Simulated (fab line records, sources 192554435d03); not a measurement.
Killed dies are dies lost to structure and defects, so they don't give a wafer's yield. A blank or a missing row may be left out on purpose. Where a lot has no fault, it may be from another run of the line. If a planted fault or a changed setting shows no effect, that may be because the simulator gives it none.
fab line records	flow n5-finfet
[record] lots = 7	wafers = 21
route steps=1938 shown ZERO_LAYER@16 FIN_SAQP@100 FIN_CUT@154 DUMMY_GATE@228 SD_EPI_N@288
start-h: start of the lot's first displayed wafer, in hours after the record's first day	wait-h: time in hours since the lot's previous step	" unchanged from the row above	L1.1+2: several wafers, shown together as one row	- no value, or no start was given	* or withheld: withheld	< > ~ a bound
route shown NAME@n: names a module that has steps shown in the file, with the first one's number in the route	usual: the fault-free wafers' mean and standard deviation	same: alike in all rows	chamber/n: place in a boat	sites: per-site readings	_std_site: the standard deviation of these	_edge_site: the outer-site mean with the inner-site mean subtracted	radius-mm: for every site, how far away it sits from the centre of the wafer	mask NAME#n: copy n	behind: the last tool/chamber to shape the wafer	hold: the reason the lot was held/the length of the hold in hours/how it ended	device: whichever transistor did not switch (one of n, p or np)	end of line: the route-end tests of the same wafers	for a step that has no rows: nothing shown but its recipe	killed: at the first sort, the dies lost to defects and structure; wafer yield is something else	map: the dies of a wafer, with x for killed, . for not killed, _ for no die there
set.NAME: the setting that was run; set.NAME@STEP: the one run at that earlier step	model.NAME: the simulator's own value behind a step, which no gauge read
lots with deliberately changed settings; one table per step, one row per wafer
[[steps]]
[step N5_ZERO_LAYER_ETCH_18]
[recipe] chemistry = HBr/Cl2	target = Si	target-depth-a = 1200	time-s = 40	pressure-mtorr = 10	icp-w = 800	bias-w = 75	HBr_flow_sccm = 150	Cl2_flow_sccm = 80
lot.wafer	tool	chamber	start-h	wait-h	set.bias-w	model.etch.depth-nm	model.ZERO_LAYER.feature-depth-nm
L083.2	rie-si-01	1	66.81	0.0	84.41	124.6	124.6
L083.3	"	0	"	"	75	118.2	118.2
L083.4	"	2	"	"	75	119	119
L086.2	rie-si-03	2	84.80	0.0	75	119	119
L086.3	"	0	"	"	75	117.1	117.1
L086.6	"	0	"	"	75	115.8	115.8
L088.2	rie-si-01	1	96.93	0.0	75	120.7	120.7
L088.3	"	2	"	"	75	119.5	119.5
L088.6	"	2	"	"	68.06	116.4	116.4
L090.4	rie-si-03	0	108.91	0.0	62.89	112.3	112.3
L090.5	"	3	"	"	62.89	113.8	113.8
L090.6	"	2	"	"	75	120.1	120.1
L092.2	rie-si-01	1	121.02	0.0	75	121.8	121.8
L092.3	"	3	"	"	75	120.6	120.6
L092.5	"	1	"	"	69.92	119.5	119.5
L094.1	rie-si-03	2	132.98	0.0	65.94	117.7	117.7
L094.2	"	3	"	"	75	120	120
L094.3	"	1	"	"	65.94	117.1	117.1
L096.3	rie-si-02	0	144.79	0.0	75	116.8	116.8
L096.4	"	1	"	"	87.4	125	125
L096.5	"	3	"	"	75	118.4	118.4
[step N5_FIN_SAQP_PECVD_06]
[recipe] material = a-Si	target-thk-a = 600	temp-c = 400	precursor = SiH4/He	pressure-torr = 3	rf-w = 100	time-s = 48.1
lot.wafer	tool	chamber	start-h	wait-h	set.time-s	model.a-Si_of_FIN_SAQP_PECVD_06.thk-nm
L083.2	pecvd-03	1	75.70	0.0	52.67	66.86
L083.3	"	2	"	"	48.1	60.93
L083.4	"	1	"	"	48.1	61.46
L086.2	pecvd-03	1	94.94	0.0	48.1	59.18
L086.3	"	2	"	"	48.1	58.81
L086.6	"	2	"	"	48.1	60.19
L088.2	pecvd-02	0	106.69	0.0	48.1	59.08
L088.3	"	1	"	"	48.1	59.92
L088.6	"	1	"	"	52.82	66.19
L090.4	pecvd-02	1	117.93	0.0	48.1	59.72
L090.5	"	2	"	"	44.4	53.56
L090.6	"	0	"	"	44.4	55.13
L092.2	pecvd-01	1	129.32	0.0	54.86	68.88
L092.3	"	0	"	"	54.86	68.15
L092.5	"	1	"	"	48.1	61.14
L094.1	pecvd-01	2	141.59	0.0	46.28	58.13
L094.2	"	1	"	"	48.1	60.4
L094.3	"	0	"	"	48.1	59.3
L096.3	pecvd-01	0	153.99	0.0	48.1	59.22
L096.4	"	0	"	"	45.57	57.02
L096.5	"	1	"	"	48.1	60.57
[step N5_FIN_SAQP_THK_MEAS_07]
[usual] thk-nm = 59.9/0.76
lot.wafer	tool	chamber	start-h	wait-h	set.time-s@FIN_SAQP_PECVD_06	thk-nm
L083.2	film-metro-01	-	75.79	0.1	52.67	66.8
L083.3	"	-	"	"	48.1	61.0
L083.4	"	-	"	"	48.1	61.4
L086.2	film-metro-02	-	95.03	0.1	48.1	59.2
L086.3	"	-	"	"	48.1	58.8
L086.6	"	-	"	"	48.1	60.2
L088.2	film-metro-02	-	106.78	0.1	48.1	59.1
L088.3	"	-	"	"	48.1	60.0
L088.6	"	-	"	"	52.82	66.2
L090.4	film-metro-02	-	118.00	0.0	48.1	59.7
L090.5	"	-	"	"	44.4	53.6
L090.6	"	-	"	"	44.4	55.2
L092.2	film-metro-01	-	129.41	0.1	54.86	68.9
L092.3	"	-	"	"	54.86	68.2
L092.5	"	-	"	"	48.1	61.2
L094.1	film-metro-02	-	141.68	0.1	46.28	58.1
L094.2	"	-	"	"	48.1	60.4
L094.3	"	-	"	"	48.1	59.3
L096.3	film-metro-02	-	154.08	0.1	48.1	59.2
L096.4	"	-	"	"	45.57	57.0
L096.5	"	-	"	"	48.1	60.6
[step N5_FIN_SAQP_EXPOSE_13]
[recipe] mask-id = FIN_CORE	na = 1.35	source-shape = dipole	sigma-inner = 0.538	sigma-outer = 0.738	polarization = te	target-cd-nm = 35.6	dose-mj = 63.25
lot.wafer	tool	chamber	start-h	wait-h	mask	set.dose-mj
L083.2	arfi-scanner-01	0	76.15	-	FIN_CORE#0	59.38
L083.3+4	"	0	"	"	FIN_CORE#0	63.25
L086.2+3+6	arfi-scanner-01	0	95.39	-	FIN_CORE#0	63.25
L088.2	arfi-scanner-01	0	107.14	-	FIN_CORE#0	63.25
L088.3+6	"	0	"	"	FIN_CORE#0	61.45
L090.4+5+6	arfi-scanner-01	0	118.37	-	FIN_CORE#0	63.25
L092.2	arfi-scanner-01	0	129.77	-	FIN_CORE#0	63.25
L092.3+5	"	0	"	"	FIN_CORE#0	64.99
L094.1+3	arfi-scanner-01	0	142.03	-	FIN_CORE#0	59.35
L094.2	"	0	"	"	FIN_CORE#0	63.25
L096.3+4	arfi-scanner-03	0	154.35	-	FIN_CORE#0	65.84
L096.5	"	0	"	"	FIN_CORE#0	63.25
[step N5_FIN_SAQP_PEB_14]
[recipe] peb-temp-c = withheld	peb-time-s = 60	resist = CAR-ArF
[step N5_FIN_SAQP_DEVELOP_15]
[recipe] develop-time-s = 30	developer = TMAH	resist = CAR-ArF	dev-temp-c = 23	rinse-liquid = diw	dry = air-spin
[step N5_FIN_SAQP_CD_MEAS_16]
[recipe] target-cd-nm = 35.6	landing-energy-ev = 500	detector = se-inlens
[usual] cd-nm = 35.6/0.33
lot.wafer	tool	chamber	start-h	wait-h	set.dose-mj@FIN_SAQP_EXPOSE_13	cd-nm
L083.2	cd-sem-01	0	76.28	-	59.38	37.8
L083.3	"	0	"	"	63.25	35.9
L083.4	"	0	"	"	63.25	35.8
L086.2	cd-sem-03	0	95.51	-	63.25	36.5
L086.3	"	0	"	"	63.25	35.3
L086.6	"	0	"	"	63.25	36.0
L088.2	cd-sem-01	0	107.26	-	63.25	35.3
L088.3	"	0	"	"	61.45	36.7
L088.6	"	0	"	"	61.45	36.3
L090.4	cd-sem-03	0	118.49	-	63.25	35.5
L090.5	"	0	"	"	63.25	35.6
L090.6	"	0	"	"	63.25	35.8
L092.2	cd-sem-01	0	129.90	-	63.25	35.3
L092.3	"	0	"	"	64.99	34.9
L092.5	"	0	"	"	64.99	34.9
L094.1	cd-sem-01	0	142.16	-	59.35	37.5
L094.2	"	0	"	"	63.25	35.7
L094.3	"	0	"	"	59.35	37.5
L096.3	cd-sem-02	0	154.47	-	65.84	34.8
L096.4	"	0	"	"	65.84	34.6
L096.5	"	0	"	"	63.25	35.9
[step N5_FIN_SAQP_HM_OPEN_73]
[recipe] chemistry = CHF3/O2	target = SiO2	stop-on = a-Si	target-depth-a = 120	over-etch-frac = 1.8	mask-material = SOC	time-s = 16.8	pressure-mtorr = 30	source-w = 650	bias-w = 170	Ar_flow_sccm = 200	CHF3_flow_sccm = 50	O2_flow_sccm = 5	ion-energy-ev = 200	ends = end-point
[step N5_FIN_SAQP_STRIP_74]
[recipe] chemistry = CHF3/O2	resist = SiARC	rf-frequency-hz = 6e+07
[step N5_FIN_SAQP_MANDREL_ETCH_22]
[recipe] target-depth-a = 600	chemistry = HBr/Cl2	target = a-Si	stop-on = SiNx	bt-time-s = 10	over-etch-frac = 0.5	time-s = 30	pressure-mtorr = 10	icp-w = 800	bias-w = 75	HBr_flow_sccm = 150	Cl2_flow_sccm = 80	ends = end-point
[usual] oes-product-au = 0.765/0.014
lot.wafer	tool	chamber	start-h	wait-h	set.time-s@FIN_SAQP_PECVD_06	oes-product-au	model.etch.depth-nm
L083.2	rie-si-02	1	76.65	0.0	52.67	0.834	66.86
L083.3	"	3	"	"	48.1	0.766	60.93
L083.4	"	2	"	"	48.1	0.760	61.46
L086.2	rie-si-03	2	95.89	0.0	48.1	0.773	59.08
L086.3	"	0	"	"	48.1	0.743	58.81
L086.6	"	2	"	"	48.1	0.774	60.09
L088.2	rie-si-01	1	107.64	0.0	48.1	0.756	59.03
L088.3	"	3	"	"	48.1	0.777	59.92
L088.6	"	0	"	"	52.82	0.815	66.19
L090.4	rie-si-02	2	118.86	0.0	48.1	0.743	59.72
L090.5	"	0	"	"	44.4	0.710	53.56
L090.6	"	3	"	"	44.4	0.716	55.03
L092.2	rie-si-01	2	130.28	0.0	54.86	0.846	68.76
L092.3	"	0	"	"	54.86	0.833	68.15
L092.5	"	1	"	"	48.1	0.765	61.02
L094.1	rie-si-01	1	142.54	0.0	46.28	0.745	58.13
L094.2	"	2	"	"	48.1	0.781	60.33
L094.3	"	0	"	"	48.1	0.769	59.3
L096.3	rie-si-01	1	154.85	0.0	48.1	0.755	59.22
L096.4	"	3	"	"	45.57	0.759	56.93
L096.5	"	1	"	"	48.1	0.762	60.57
[step N5_FIN_SAQP_STRIP_55]
[recipe] chemistry = N2/H2	power-w = 500	temp-c = 40	pressure-mtorr = 50	rf-frequency-hz = 6e+07	overash-fraction = 0.3	bias-power-w = 28	h2-frac = 0.5	n2-flow-sccm = 300	h2-flow-sccm = 300
[step N5_FIN_SAQP_STRIP_23]
[recipe] chemistry = SPM	time-s = 750	temp-c = 130	h2so4-h2o2-vol-ratio = 4
[step N5_FIN_SAQP_RECESS_75]
[recipe] chemistry = HF/NH3	target = SiO2	target-depth-a = 144	afs-cycles = 3	temp-c = 30	sublimation-temp-c = 180	sublimation-time-s = 60
[step N5_FIN_SAQP_SPACER1_ALD_24]
[recipe] material = SiO2	target-thk-a = 203	temp-c = 300	ald-precursor-family = BDEAS	ald-co-reactant = O2-plasma	pulse-time-s = 1	purge-time-s = 2	co-reactant-purge-time-s = 2	ald-cycles = 218	pressure-torr = 2
[step N5_FIN_SAQP_SPACER1_ETCHBACK_25]
[recipe] chemistry = CHF3/O2	mode = anisotropic-etchback	target = SiO2	target-depth-a = 244	time-s = 12.2	pressure-mtorr = 30	source-w = 650	bias-w = 170	Ar_flow_sccm = 200	CHF3_flow_sccm = 50	O2_flow_sccm = 5	ion-energy-ev = 200
lot.wafer	tool	chamber	start-h	wait-h	set.time-s@FIN_SAQP_PECVD_06	model.a-Si_of_FIN_SAQP_PECVD_06.thk-nm
L083.2	rie-diel-01	0	79.44	0.4	52.67	66
L083.3	"	1	"	"	48.1	60
L083.4	"	0	"	"	48.1	60.6
L086.2	rie-diel-03	1	97.75	0.7	48.1	58.2
L086.3	"	3	"	"	48.1	57.8
L086.6	"	1	"	"	48.1	59.2
L088.2	rie-diel-06	2	109.73	0.4	48.1	58
L088.3	"	3	"	"	48.1	59
L088.6	"	1	"	"	52.82	65.2
L090.4	rie-diel-06	1	120.38	0.4	48.1	58.8
L090.5	"	3	"	"	44.4	52.6
L090.6	"	2	"	"	44.4	54
L092.2	rie-diel-03	0	131.95	0.4	54.86	67.8
L092.3	"	1	"	"	54.86	67.2
L092.5	"	2	"	"	48.1	60
L094.1	rie-diel-06	1	144.40	0.4	46.28	57.2
L094.2	"	3	"	"	48.1	59.4
L094.3	"	2	"	"	48.1	58.4
L096.3	rie-diel-06	1	156.42	0.4	48.1	58.2
L096.4	"	0	"	"	45.57	56
L096.5	"	0	"	"	48.1	59.6
[step N5_FIN_SAQP_FIN_ETCH_36]
[recipe] chemistry = HBr/Cl2/O2	target-depth-a = 1200	mask-material = SiNx	time-s = 50.4	bias-w = 102	pressure-mtorr = 10	icp-w = 800	HBr_flow_sccm = 150	Cl2_flow_sccm = 80	O2_flow_sccm = 12
lot.wafer	tool	chamber	start-h	wait-h	set.icp-w	model.etch.depth-nm	model.FIN_SAQP.feature-depth-nm
L083.2	rie-si-01	3	81.55	0.0	800	120	120
L083.3	"	2	"	"	800	119.6	119.6
L083.4	"	0	"	"	706.9	111.1	111
L086.2	rie-si-02	3	100.09	0.0	800	117.7	117.6
L086.3	"	1	"	"	800	119.6	119.6
L086.6	"	0	"	"	800	114.9	115
L088.2	rie-si-03	0	112.37	0.0	716	111.9	112
L088.3	"	1	"	"	800	117.9	117.8
L088.6	"	3	"	"	800	119.4	119.4
L090.4	rie-si-01	2	122.89	0.0	707.6	111.8	111.8
L090.5	"	3	"	"	707.6	114.1	114
L090.6	"	2	"	"	800	119.6	119.6
L092.2	rie-si-01	2	134.03	0.0	800	120.1	120.2
L092.3	"	0	"	"	800	119.2	119.2
L092.5	"	2	"	"	800	121.4	121.4
L094.1	rie-si-02	3	146.64	0.0	800	118	118
L094.2	"	1	"	"	800	120.2	120.2
L094.3	"	2	"	"	800	121.6	121.6
L096.3	rie-si-03	2	158.71	0.0	800	121.3	121.2
L096.4	"	0	"	"	800	122.3	122.2
L096.5	"	2	"	"	715.5	114.1	114.2
[step N5_FIN_SAQP_PRECLEAN_38]
[recipe] chemistry = O3/DIW	time-s = 45	temp-c = 22	o3-ppm = 10
[step N5_FIN_SAQP_PRECLEAN_45]
[recipe] chemistry = dHF	time-s = 10	dilution = 500:1	temp-c = 25
[step N5_FIN_SAQP_SRD_39]
[recipe] dry = ipa-marangoni	time-s = 30	temp-c = 23	rinse-liquid = diw
[step N5_FIN_SAQP_OCD_MEAS_76]
[usual] trench-depth-nm = 119.3/1.6
lot.wafer	tool	chamber	start-h	wait-h	set.icp-w@FIN_SAQP_FIN_ETCH_36	trench-depth-nm
L083.2	ocd-02	-	81.77	0.0	800	119.7
L083.3	"	-	"	"	800	119.7
L083.4	"	-	"	"	706.9	110.8
L086.2	ocd-01	-	100.31	0.0	800	117.3
L086.3	"	-	"	"	800	119.9
L086.6	"	-	"	"	800	115.3
L088.2	ocd-01	-	112.59	0.0	716	111.8
L088.3	"	-	"	"	800	117.5
L088.6	"	-	"	"	800	119.2
L090.4	ocd-01	-	123.11	0.0	707.6	111.7
L090.5	"	-	"	"	707.6	113.8
L090.6	"	-	"	"	800	119.3
L092.2	ocd-01	-	134.25	0.0	800	119.7
L092.3	"	-	"	"	800	118.6
L092.5	"	-	"	"	800	121.6
L094.1	ocd-01	-	146.85	0.0	800	118.2
L094.2	"	-	"	"	800	120.2
L094.3	"	-	"	"	800	121.5
L096.3	ocd-01	-	158.93	0.0	800	121.2
L096.4	"	-	"	"	800	122.4
L096.5	"	-	"	"	715.5	114.2
[step N5_FIN_CUT_COAT_18]
[recipe] resist = SOC	temp-c = 250	time-s = 60	spin-rpm = 1500	resist-thk-nm = 230
lot.wafer	tool	chamber	start-h	wait-h	set.spin-rpm	model.SOC_of_FIN_CUT_COAT_18.thk-nm
L083.2+3	litho-track-01	0	81.83	0.0	1628	220.6
L083.4	"	0	"	"	1500	230.6
L086.2	litho-track-05	0	100.38	0.0	1500	228.8
L086.3	"	0	"	"	1500	230.4
L086.6	"	0	"	"	1500	229.6
L088.2	litho-track-01	0	112.65	0.0	1500	230.6
L088.3	"	0	"	"	1500	230.4
L088.6	"	0	"	"	1383	240.2
L090.4	litho-track-01	0	123.17	0.0	1646	219.6
L090.5	"	0	"	"	1500	230.4
L090.6	"	0	"	"	1646	219.2
L092.2	litho-track-05	0	134.31	0.0	1500	229.8
L092.3	"	0	"	"	1625	220.2
L092.5	"	0	"	"	1625	220.8
L094.1	litho-track-04	0	146.92	0.0	1410	237
L094.2+3	"	0	"	"	1410	237.2
L096.3+4+5	litho-track-01	0	158.99	0.0	1500	230.8
[step N5_FIN_CUT_COAT_19]
[recipe] resist = SiARC	temp-c = 220	time-s = 60	spin-rpm = 1500	resist-thk-nm = 20
[step N5_FIN_CUT_COAT_29]
[recipe] resist = underlayer	temp-c = 205	time-s = 60	spin-rpm = 1500	resist-thk-nm = 10
[step N5_FIN_CUT_ETCH_30]
[recipe] chemistry = N2/H2	target = underlayer	target-depth-a = 130	mask-material = CAR-EUV	time-s = 10.4	ion-energy-ev = 200	pressure-mtorr = 30	source-w = 840	bias-w = 150	n2-flow-sccm = 200	h2-flow-sccm = 200	ends = cleared
[step N5_FIN_CUT_ETCH_20]
[recipe] chemistry = CF4	target = SiARC	target-depth-a = 260	mask-material = CAR-EUV	time-s = 43.3	ion-energy-ev = 80	pressure-mtorr = 40	source-w = 545	bias-w = 36	Ar_flow_sccm = 100	cf4-flow-sccm = 100	ends = cleared
[step N5_FIN_CUT_ETCH_21]
[recipe] chemistry = N2/H2	target = SOC	target-depth-a = 2190	overetch-a = 438	mask-material = SiARC	temp-c = 40	ion-energy-ev = 100	bias-w = 61	time-s = 523.5	pressure-mtorr = 30	source-w = 850	n2-flow-sccm = 200	h2-flow-sccm = 200
lot.wafer	tool	chamber	start-h	wait-h	set.spin-rpm@FIN_CUT_COAT_18	model.etch.depth-nm
L083.2	rie-diel-04	3	82.44	0.0	1628	220.7
L083.3	"	2	"	"	1628	220.5
L083.4	"	0	"	"	1500	230.6
L086.2	rie-diel-02	3	100.99	0.0	1500	228.9
L086.3	"	0	"	"	1500	230.4
L086.6	"	3	"	"	1500	229.5
L088.2	rie-diel-02	1	113.14	0.0	1500	230.7
L088.3	"	3	"	"	1500	230.3
L088.6	"	1	"	"	1383	240.3
L090.4	rie-diel-04	3	123.65	0.0	1646	219.6
L090.5	"	3	"	"	1500	230.5
L090.6	"	2	"	"	1646	219.1
L092.2	rie-diel-04	1	134.92	0.0	1500	229.9
L092.3	"	0	"	"	1625	220.2
L092.5	"	3	"	"	1625	220.7
L094.1	rie-diel-02	0	147.40	0.0	1410	237
L094.2	"	2	"	"	1410	237.2
L094.3	"	1	"	"	1410	237.3
L096.3	rie-diel-05	1	159.64	0.0	1500	230.8
L096.4+5	"	2,3	"	"	1500	230.7
[step N5_DUMMY_GATE_EXPOSE_12]
[recipe] mask-id = GATE	na = 0.33	source-shape = annular	sigma-inner = 0.2	sigma-outer = 0.6	polarization = unpolarized	target-cd-nm = 25	dose-mj = 34
lot.wafer	tool	chamber	start-h	wait-h	mask	set.dose-mj
L083.2+3+4	euv-scanner-02	0	106.06	-	GATE#0	34
L086.2+3+6	euv-scanner-02	0	120.01	-	GATE#0	34
L088.2	euv-scanner-02	0	131.33	-	GATE#0	34
L088.3+6	"	0	"	"	GATE#0	36.32
L090.4+6	euv-scanner-02	0	141.81	-	GATE#0	32.24
L090.5	"	0	"	"	GATE#0	34
L092.2+5	euv-scanner-02	0	154.92	-	GATE#0	34
L092.3	"	0	"	"	GATE#0	35.01
L094.1+2	euv-scanner-01	0	166.07	-	GATE#0	35.14
L094.3	"	0	"	"	GATE#0	34
L096.3+4+5	euv-scanner-01	0	178.34	-	GATE#0	34
[step N5_DUMMY_GATE_PEB_13]
[recipe] peb-temp-c = 100	peb-time-s = 60	resist = CAR-EUV
[step N5_DUMMY_GATE_DEVELOP_14]
[recipe] develop-time-s = 30	developer = TMAH	resist = CAR-EUV	rinse-liquid = surfactant-rinse	dry = air-spin	dev-temp-c = 23
[step N5_DUMMY_GATE_CD_MEAS_15]
[recipe] target-cd-nm = 25.8	landing-energy-ev = 500	detector = se-inlens
[usual] cd-nm = 24.95/0.25
lot.wafer	tool	chamber	start-h	wait-h	set.dose-mj@DUMMY_GATE_EXPOSE_12	cd-nm
L083.2	cd-sem-02	0	106.18	-	34	24.83
L083.3	"	0	"	"	34	24.76
L083.4	"	0	"	"	34	24.99
L086.2	cd-sem-03	0	120.13	-	34	24.92
L086.3	"	0	"	"	34	24.79
L086.6	"	0	"	"	34	24.72
L088.2	cd-sem-01	0	131.46	-	34	24.89
L088.3	"	0	"	"	36.32	24.03
L088.6	"	0	"	"	36.32	23.91
L090.4	cd-sem-03	0	141.93	-	32.24	26.14
L090.5	"	0	"	"	34	24.88
L090.6	"	0	"	"	32.24	26.16
L092.2	cd-sem-01	0	155.04	-	34	25.23
L092.3	"	0	"	"	35.01	24.51
L092.5	"	0	"	"	34	25.19
L094.1	cd-sem-01	0	166.20	-	35.14	24.24
L094.2	"	0	"	"	35.14	24.27
L094.3	"	0	"	"	34	24.83
L096.3	cd-sem-03	0	178.46	-	34	24.58
L096.4	"	0	"	"	34	24.63
L096.5	"	0	"	"	34	24.89
[step N5_DUMMY_GATE_ETCH_37]
[recipe] chemistry = N2/H2	target = SOC	target-depth-a = 600	overetch-a = 300	temp-c = 40	ion-energy-ev = 200	pressure-mtorr = 30	source-w = 840	bias-w = 150	n2-flow-sccm = 200	h2-flow-sccm = 200
[usual] rf-vpp-V = 523.8/2.1
lot.wafer	tool	chamber	start-h	wait-h	set.source-w	rf-vpp-V
L083.2	rie-diel-04	0	106.80	0.0	840	519.9
L083.3	"	2	"	"	840	523.5
L083.4	"	1	"	"	840	526.0
L086.2	rie-diel-05	3	120.41	0.0	840	522.0
L086.3	"	0	"	"	840	525.5
L086.6	"	3	"	"	840	521.8
L088.2	rie-diel-04	3	131.73	0.0	840	522.0
L088.3	"	2	"	"	922.4	507.2
L088.6	"	3	"	"	840	523.3
L090.4	rie-diel-05	0	142.93	0.0	840	523.5
L090.5	"	2	"	"	840	527.9
L090.6	"	3	"	"	840	522.5
L092.2	rie-diel-05	2	155.32	0.0	840	526.3
L092.3	"	0	"	"	840	525.7
L092.5	"	3	"	"	840	522.2
L094.1	rie-diel-05	1	166.48	0.0	840	526.3
L094.2	"	2	"	"	786.4	539.3
L094.3	"	0	"	"	840	524.0
L096.3	rie-diel-05	3	178.73	0.0	840	523.0
L096.4	"	2	"	"	840	527.5
L096.5	"	1	"	"	728.7	550.7
[step N5_SD_EPI_N_EPI_21]
[recipe] material = Si:P	dopant = P	temp-c = 680	pressure-torr = 255	time-s = 690
lot.wafer	tool	chamber	start-h	wait-h	set.epi-growth-time-s	model.Si-P_of_SD_EPI_N_EPI_21.thk-nm
L083.2	epi-rpcvd-01	0	112.83	0.5	656.6	56.4
L083.3	"	0	"	"	690	58.6
L083.4	"	0	"	"	690	58.8
L086.2+6	epi-rpcvd-01	0	124.95	0.5	690	58.4
L086.3	"	0	"	"	690	58.2
L088.2	epi-rpcvd-02	0	136.39	0.7	690	58.2
L088.3	"	0	"	"	690	58.6
L088.6	"	0	138.38	2.5	740.8	62.2
L090.4+5	epi-rpcvd-02	0	149.17	1.6	690	60.6
L090.6	"	0	150.17	2.5	723.1	62.2
L092.2	epi-rpcvd-01	0	161.09	0.5	741.4	62.8
L092.3	"	0	"	"	741.4	62.6
L092.5	"	0	"	"	741.4	62.2
L094.1	epi-rpcvd-03	0	170.51	0.1	690	58.8
L094.2	"	0	"	"	690	59.2
L094.3	"	0	"	"	690	60.4
L096.3+5	epi-rpcvd-01	0	183.71	0.7	690	59.2
L096.4	"	0	"	"	690	59
[[key]]
[split] step = N5_ZERO_LAYER_ETCH_18	setting = bias-w	stated = 75	by = wafer
[response] step = N5_ZERO_LAYER_ETCH_18	reading = model.etch.depth-nm	change = +0.401	per = 1%	r = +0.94
[response] step = N5_ZERO_LAYER_ETCH_18	reading = model.ZERO_LAYER.feature-depth-nm	change = +0.401	per = 1%	r = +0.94
[split] step = N5_FIN_SAQP_PECVD_06	setting = time-s	stated = 48.1	by = wafer
[response] step = N5_FIN_SAQP_PECVD_06	reading = model.a-Si_of_FIN_SAQP_PECVD_06.thk-nm	change = +0.59	per = 1%	r = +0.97
[response] step = N5_FIN_SAQP_THK_MEAS_07	reading = thk-nm	change = *	per = 1%	r = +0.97
[response] step = N5_FIN_SAQP_MANDREL_ETCH_22	reading = oes-product-au	change = +0.0052	per = 1%	r = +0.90
[response] step = N5_FIN_SAQP_MANDREL_ETCH_22	reading = model.etch.depth-nm	change = +0.593	per = 1%	r = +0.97
[response] step = N5_FIN_SAQP_SPACER1_ETCHBACK_25	reading = model.a-Si_of_FIN_SAQP_PECVD_06.thk-nm	change = +0.596	per = 1%	r = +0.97
[split] step = N5_FIN_SAQP_EXPOSE_13	setting = dose-mj	stated = 63.25	by = wafer
[response] step = N5_FIN_SAQP_CD_MEAS_16	reading = cd-nm	change = -0.301	per = 1%	r = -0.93
[split] step = N5_FIN_SAQP_FIN_ETCH_36	setting = icp-w	stated = 800	by = wafer
[response] step = N5_FIN_SAQP_FIN_ETCH_36	reading = model.etch.depth-nm	change = +0.673	per = 1%	r = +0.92
[response] step = N5_FIN_SAQP_FIN_ETCH_36	reading = model.FIN_SAQP.feature-depth-nm	change = +0.669	per = 1%	r = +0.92
[response] step = N5_FIN_SAQP_OCD_MEAS_76	reading = trench-depth-nm	change = +0.666	per = 1%	r = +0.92
[split] step = N5_FIN_CUT_COAT_18	setting = spin-rpm	stated = 1500	by = wafer
[response] step = N5_FIN_CUT_COAT_18	reading = model.SOC_of_FIN_CUT_COAT_18.thk-nm	change = -1.16	per = 1%	r = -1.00
[response] step = N5_FIN_CUT_ETCH_21	reading = model.etch.depth-nm	change = -1.17	per = 1%	r = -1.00
[split] step = N5_DUMMY_GATE_EXPOSE_12	setting = dose-mj	stated = 34	by = wafer
[response] step = N5_DUMMY_GATE_CD_MEAS_15	reading = cd-nm	change = -0.18	per = 1%	r = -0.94
[split] step = N5_DUMMY_GATE_ETCH_37	setting = source-w	stated = 840	by = wafer
[response] step = N5_DUMMY_GATE_ETCH_37	reading = rf-vpp-V	change = -1.85	per = 1%	r = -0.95
[split] step = N5_SD_EPI_N_EPI_21	setting = epi-growth-time-s	stated = 690	by = wafer
[response] step = N5_SD_EPI_N_EPI_21	reading = model.Si-P_of_SD_EPI_N_EPI_21.thk-nm	change = +0.465	per = 1%	r = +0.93
